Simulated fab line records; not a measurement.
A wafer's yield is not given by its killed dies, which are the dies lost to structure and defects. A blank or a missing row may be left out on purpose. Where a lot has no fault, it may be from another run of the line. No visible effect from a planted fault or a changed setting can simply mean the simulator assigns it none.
Chamber matching | flow n5_finfet | cvd_co-02 running N5_BEOL_M5_PRE_CLEAN_77: 3 sister chambers
The step time 15 s. 6 wafers are shown with their chamber, then 7 later ones without.

== EACH WAFER AND ITS CHAMBER ==
wafer  | chamber | heater_power_w (W) | rf_fwd_power_W (W)
L085.6 | 2       | 66                 | 295.8
L087.1 | 0       | 70                 | 295.8
L087.3 | 2       | 64                 | 296.6
L087.6 | 1       | 126                | 298.4
L090.1 | 0       | 70                 | 297.3
L090.2 | 1       | 124                | 298.2

== WAFERS MISSING THEIR CHAMBER ==
wafer  | heater_power_w (W) | rf_fwd_power_W (W)
L090.3 | 66                 | 297.9
L096.1 | 71                 | 296.4
L096.4 | 129                | 299.2
L096.6 | 70                 | 297.9
L097.1 | 68                 | 296.5
L097.2 | 72                 | 295.8
L097.4 | 68                 | 296.8

== EACH ONE'S CHAMBER ==
wafer  | from the rows above     | in truth
L090.3 | can't be placed: 2 or 0 | 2
L096.1 | 0                       | 0
L096.4 | 1                       | 1
L096.6 | 0                       | 0
L097.1 | can't be placed: 0 or 2 | 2
L097.2 | 0                       | 0
L097.4 | can't be placed: 0 or 2 | 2
Placed correctly: 4 of 7. From these rows, 3 cannot be placed; in 3 the true chamber is one of the candidates. Wrongly placed: 0.
How it was worked out, from the rows above alone: a wafer's distance from a chamber is the root of the sum, over the readings, of the square of ((its reading less the chamber's mean) divided by the reading's scatter). If the next closest chamber is less than 2 further off than the closest, the wafer can't be placed; otherwise it belongs to the closest. Each chamber's mean is taken over the wafers shown for it. The scatter: take each reading less its chamber's mean, square it, sum over the shown wafers, divide by the number of wafers less the number of chambers, and take the root.
